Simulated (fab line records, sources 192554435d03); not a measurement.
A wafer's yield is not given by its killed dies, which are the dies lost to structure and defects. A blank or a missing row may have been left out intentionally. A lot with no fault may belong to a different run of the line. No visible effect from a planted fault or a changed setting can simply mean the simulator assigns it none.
Matching of chambers -- flow n5-finfet -- ald-metal-03 running N5_BEOL_M6_ALD_77: 4 sister chambers
The step deposits TaN, target thk 2 nm, pulse time 2 s, purge time 3 s. 8 wafers are shown with their chamber, then 10 later ones without.

WAFERS WITH THEIR CHAMBER
wafer,chamber,heater-power-w (W)
L084.2,1,399
L092.2,0,353
L092.3,2,438
L092.4,1,388
L092.5,3,541
L092.6,0,358
L093.1,2,441
L093.4,3,540

WAFERS WITH NO CHAMBER GIVEN
wafer,heater-power-w (W)
L093.5,390
L096.1,440
L096.2,526
L096.3,395
L096.4,367
L096.5,533
L096.6,438
L097.1,400
L097.3,438
L097.5,548

CHAMBER TAKEN BY EACH
wafer,from the rows above,in truth
L093.5,1,1
L096.1,2,2
L096.2,3,3
L096.3,1,1
L096.4,0,0
L096.5,3,3
L096.6,2,2
L097.1,1,1
L097.3,2,2
L097.5,3,3
Correct placement for 10 of the 10. Not placeable from these rows: 0. Wrongly placed: 0.
How it was worked out, from the rows above alone: a wafer's distance from a chamber is the root of the sum, over the readings, of the square of ((its reading less the chamber's mean) divided by the reading's scatter). The wafer belongs to the nearest chamber; if the next one is less than 2 further off, it can't be placed. For every chamber, the mean is computed from those of its wafers that are shown. The scatter: take each reading less its chamber's mean, square it, sum over the shown wafers, divide by the number of wafers less the number of chambers, and take the root.
